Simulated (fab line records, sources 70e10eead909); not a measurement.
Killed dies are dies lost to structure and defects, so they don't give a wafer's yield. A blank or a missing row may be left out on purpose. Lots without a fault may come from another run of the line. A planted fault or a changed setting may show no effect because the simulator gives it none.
A struck lot beside a sound one | flow nand_harc | 14 steps out of a route of 1302
Sound: wafers L737.2, L737.3, L737.4. Struck: wafers L729.5, L729.6. (L729.3 of the same lot was not struck and is left out.) The cause comes at the end.
At each step with rows: each side's tool, then ch and its chambers, then its first start. Under that, the readings that differ: sound wafers | struck wafers | difference of the means | sigmas: that difference in standard deviations of wafers without a fault.
alike: readings whose means differ by less than 2 such deviations, and words and numbers that are the same on both sides. not compared: withheld readings, readings that some wafer has no value for, bounds like >300 that may hide the same value, and numbers for which the record gives no deviation and whose values overlap.
The two part at a step that has a row with sigmas, a row that says differs or no value, or rows on one side only. Numbers that don't overlap but have no deviation are shown without sigmas and don't part them. A reading that every wafer of one side lacks parts them only if that side has two wafers or more.

first, 6 steps without rows for these wafers: NHARC_A_STAIRCASE_SOFTBAKE_179 (time 170 s); NHARC_A_STAIRCASE_EBR_180; NHARC_A_STAIRCASE_EXPOSE_181 (exposes mask STAIR 2); NHARC_A_STAIRCASE_PEB_182 (peb time 130 s); NHARC_A_STAIRCASE_DEVELOP_183 (time 140 s); NHARC_A_STAIRCASE_HARDBAKE_185 (time 140 s).
NHARC_A_STAIRCASE_DESCUM_186: chemistry O2, time 3 s.
  sound on rie_diel-04 ch 1,2,3, day 22 17:39; struck on rie_diel-04 ch 0,3, day 18 14:50
  reading                | sound    | struck | difference                    | sigmas
  rf_hours_counter_h (h) | 55 50 55 | - -    | no value on the struck wafers |
  alike: drypump_motor_current_A, mfc_ar_sccm, oes_product_au, rf_vpp_V, showerhead_plenum_p_Torr, throttle_valve_pct
NHARC_A_STAIRCASE_TRIM_187: chemistry O2, time 211.2 s.
  sound on rie_diel-04 ch 0,1,2, day 22 17:45; struck on rie_diel-04 ch 0,3, day 18 14:57
  reading                | sound    | struck | difference                    | sigmas
  rf_hours_counter_h (h) | 50 53 55 | - -    | no value on the struck wafers |
  alike: drypump_motor_current_A, mfc_ar_sccm, oes_product_au, rf_vpp_V, run_length_s, showerhead_plenum_p_Torr, throttle_valve_pct
NHARC_A_STAIRCASE_ETCH_188: etches the open film in C4F8/O2, target depth 100 nm, time 40.5 s.
  sound on rie_diel-04 ch 0,1,3; struck on rie_diel-04 ch 2,3
  reading                | sound             | struck      | difference                    | sigmas
  oes_product_au (a.u.)  | 0.952 0.952 0.944 | 0.920 0.914 | -0.032                        | -2
  rf_hours_counter_h (h) | 55 53 50          | - -         | no value on the struck wafers |
  alike: rf_vpp_V
NHARC_A_STAIRCASE_TRIM_189: chemistry O2, time 211.2 s.
  sound on rie_diel-04 ch 1,2,3; struck on rie_diel-04 ch 2,3
  reading                | sound    | struck | difference                    | sigmas
  rf_hours_counter_h (h) | 55 55 50 | - -    | no value on the struck wafers |
  alike: drypump_motor_current_A, mfc_ar_sccm, oes_product_au, rf_vpp_V, run_length_s, showerhead_plenum_p_Torr, throttle_valve_pct
NHARC_A_STAIRCASE_ETCH_190: etches the open film in C4F8/O2, target depth 100 nm, time 40.5 s.
  sound on rie_diel-04 ch 0,1,2; struck on rie_diel-04 ch 2,3
  reading                | sound    | struck | difference                    | sigmas
  rf_hours_counter_h (h) | 55 53 50 | - -    | no value on the struck wafers |
  alike: oes_product_au, rf_vpp_V
NHARC_A_STAIRCASE_TRIM_191: chemistry O2, time 211.2 s.
  sound on rie_diel-04 ch 0,1,3, day 22 18:11; struck on rie_diel-04 ch 1,2, day 18 15:24
  reading                | sound             | struck      | difference                    | sigmas
  rf_hours_counter_h (h) | 53 50 56          | - -         | no value on the struck wafers |
  run_length_s (s)       | 231.8 232.6 232.6 | 174.1 174.2 | -58.2                         | -99 or more
  alike: drypump_motor_current_A, mfc_ar_sccm, oes_product_au, rf_vpp_V, showerhead_plenum_p_Torr, throttle_valve_pct
then, 1 step without rows for these wafers: NHARC_A_STAIRCASE_ETCH_192 (etches the open film in C4F8/O2, target depth 100 nm, time 40.5 s).
-- the record jumps here: 8 days lie between the struck wafers' starts before and after (it left off in module A_STAIRCASE and takes up again in module END, whose first step shown is number 1302 of the route) --
NHARC_END_SORT_01:
  the record has rows for the struck wafers here (prober-02 ch 0, day 27 03:16) and none for the sound ones

WHERE THEY PART
First at NHARC_A_STAIRCASE_DESCUM_186; last, within this record, at NHARC_END_SORT_01.

WHY: what the simulator had put in
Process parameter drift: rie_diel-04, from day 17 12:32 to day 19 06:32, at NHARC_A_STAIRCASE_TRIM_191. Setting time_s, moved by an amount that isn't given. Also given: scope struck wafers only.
